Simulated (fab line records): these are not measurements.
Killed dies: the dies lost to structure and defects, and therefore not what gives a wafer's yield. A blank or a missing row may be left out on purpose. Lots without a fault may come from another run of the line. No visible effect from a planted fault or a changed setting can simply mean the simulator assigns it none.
Struck lot and sound lot, side by side | flow n5_finfet | 39 out of 1938 route steps
Sound: these wafers, L853.2, L853.4, L853.5. The struck wafers were L859.2, L859.4, L859.6. At the end, the cause is stated.
Each step with rows lists, per side, the tool, then ch with its chambers, then its first start. Under that, the readings that differ: sound wafers | struck wafers | difference of the means | sigmas: that difference in standard deviations of wafers without a fault.
alike: words and numbers the same on both sides, and readings whose means are apart by under 2 such deviations; not compared: readings that were withheld, readings missing a value for some wafer, numbers with overlapping values and no deviation given by the record, and bounds like >300 which may hide the same value.
Wherever a step has rows on one side only, a row that says differs or no value, or a row with sigmas, the two part there. Numbers that have no deviation but don't overlap get no sigmas and don't part them. A reading missing from all wafers of one side parts the sides only when that side holds two or more wafers.

first, 11 steps without rows for these wafers: N5_MOL_CONTACT_COAG_STRIP_96 (strips in N2/H2); N5_MOL_CONTACT_COAG_ETCH_47 (etches SiNx in CH3F/O2, stops on W, target depth 27 nm); N5_MOL_CONTACT_COAG_STRIP_119 (strips in N2/H2, time 30 s); N5_MOL_CONTACT_COAG_PRECLEAN_144 (cleans in alkaline clean, time 60 s); N5_MOL_CONTACT_COAG_SRD_145 (time 30 s); N5_MOL_CONTACT_COAG_COAT_62 (time 60 s, resist thk 60 nm); N5_MOL_CONTACT_COAG_COAT_63 (time 60 s, resist thk 10 nm); N5_MOL_CONTACT_COAG_COAT_64 (time 60 s, resist thk 10 nm); N5_MOL_CONTACT_COAG_COAT_34 (resist thk 40 nm); N5_MOL_CONTACT_COAG_EBR_36; N5_MOL_CONTACT_COAG_SOFTBAKE_35 (time 60 s).
N5_MOL_CONTACT_COAG_EXPOSE_37: exposes mask VD, defocus 0 nm.
  sound on euv_scanner-02 ch 0, day 7 18:51; struck on euv_scanner-02 ch 0, day 9 12:58
  reading                                  | sound             | struck            | difference | sigmas
  exposure_dose_mJ_cm2                     | 62.11 62.17 62.08 | 61.99 61.94 61.89 | -0.18      | -3
  model.MOL_CONTACT_COAG.overlay_x_nm (nm) | -0.2 -0.2 -0.2    | 12.2 12.2 12.2    | +12.4      |
  alike: mask
then, 2 steps without rows for these wafers: N5_MOL_CONTACT_COAG_PEB_38 (peb time 60 s); N5_MOL_CONTACT_COAG_DEVELOP_39 (develop time 30 s).
N5_MOL_CONTACT_COAG_OVL_MEAS_41:
  sound on overlay-02 ch 0, day 7 19:01; struck on overlay-01 ch 0, day 9 13:08
  reading     | sound          | struck         | difference | sigmas
  VD_OVL (nm) | -1.4 -0.2 -0.1 | 12.1 11.8 11.9 | +12.5      | +23
then, 22 steps without rows for these wafers: N5_MOL_CONTACT_COAG_DESCUM_45 (chemistry O2, time 7 s); N5_MOL_CONTACT_COAG_ETCH_65 (etches underlayer in N2/H2, target depth 13 nm, time 10.4 s); N5_MOL_CONTACT_COAG_ETCH_66 (etches SiARC in CF4, target depth 13 nm, time 21.7 s); N5_MOL_CONTACT_COAG_ALD_133 (deposits SiO2, target thk 5 nm, pulse time 1 s, co reactant pulse time 1 s); N5_MOL_CONTACT_COAG_ETCHBACK_134 (etches SiO2 in CHF3, target depth 10 nm, time 6.7 s); N5_MOL_CONTACT_COAG_ETCH_67 (etches SOC in N2/H2, target depth 60 nm, overetch 21 nm, time 101.2 s); N5_MOL_CONTACT_COAG_STRIP_68 (strips in N2/H2); N5_MOL_CONTACT_COAG_STRIP_69 (strips in N2/H2); N5_MOL_CONTACT_COAG_ETCHBACK_136 (etches SiO2 in CHF3, target depth 25 nm, time 16.7 s); N5_MOL_CONTACT_COAG_STRIP_120 (strips in CHF3); N5_MOL_CONTACT_COAG_VIA_ETCH_117 (etches SiO2 in C4F6/O2, target depth 40 nm, overetch 8 nm, time 26 s); N5_MOL_CONTACT_COAG_ETCH_124 (etches SiNx in CH3F/O2, stops on SiOC, target depth 6.5 nm); N5_MOL_CONTACT_COAG_ETCH_48 (etches SiOC in C4F6/O2, target depth 15 nm, overetch 4.5 nm, time 17 s); N5_MOL_CONTACT_COAG_STRIP_72 (strips in N2/H2); N5_MOL_CONTACT_COAG_STRIP_49 (strips in N2/H2, time 30 s); N5_MOL_CONTACT_COAG_PRECLEAN_138 (cleans in alkaline clean, time 60 s); N5_MOL_CONTACT_COAG_SRD_139 (time 30 s); N5_MOL_CONTACT_COAG_PRE_CLEAN_121; N5_MOL_CONTACT_COAG_CVD_140 (deposits W, target thk 66.5 nm, time 215 s); N5_MOL_CONTACT_COAG_PRECLEAN_127 (cleans in DIW, time 57.5 s); N5_MOL_CONTACT_COAG_SRD_128 (dry time 32 s); N5_MOL_CONTACT_COAG_CMP_52 (polishes, stops on SiO2, t overpolish 1.5 s, target thk 66.5 nm).
-- the record jumps here: 3 days lie between the struck wafers' starts before and after (it left off in module MOL_CONTACT_COAG and takes up again in module BEOL_M4, whose first step shown is number 1111 of the route) --
N5_BEOL_M4_RC_MEAS_101:
  sound on prober-02 ch 0, day 10 14:51; struck on prober-01 ch 0, day 12 09:55
  reading       | sound          | struck         | difference | sigmas
  DIBL_N (mV/V) | 33.8 33.3 32.6 | 37.2 35.3 38.0 | +3.6       | +2
  alike: DIBL_P, IOFF_N, IOFF_P, ION_N, ION_P, SS_N, SS_P, VT_N, VT_P
-- record jumps: 4 days separate the struck wafers' starts on either side; left off in module BEOL_M4, taken up again in module PASSIVATION, whose first shown step is the route's number 1936 --
N5_PASSIVATION_PROBE_49:
  record: rows for the struck wafers here (prober-02, day 16 17:59), none for the sound ones

WHERE THEY PART
At N5_MOL_CONTACT_COAG_EXPOSE_37 first; at N5_PASSIVATION_PROBE_49 last (within this record only).

WHY: what had been put in by the simulator
Scanner matching overlay: euv_scanner-02, from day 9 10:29 on, at N5_MOL_CONTACT_COAG_EXPOSE_37. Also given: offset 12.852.
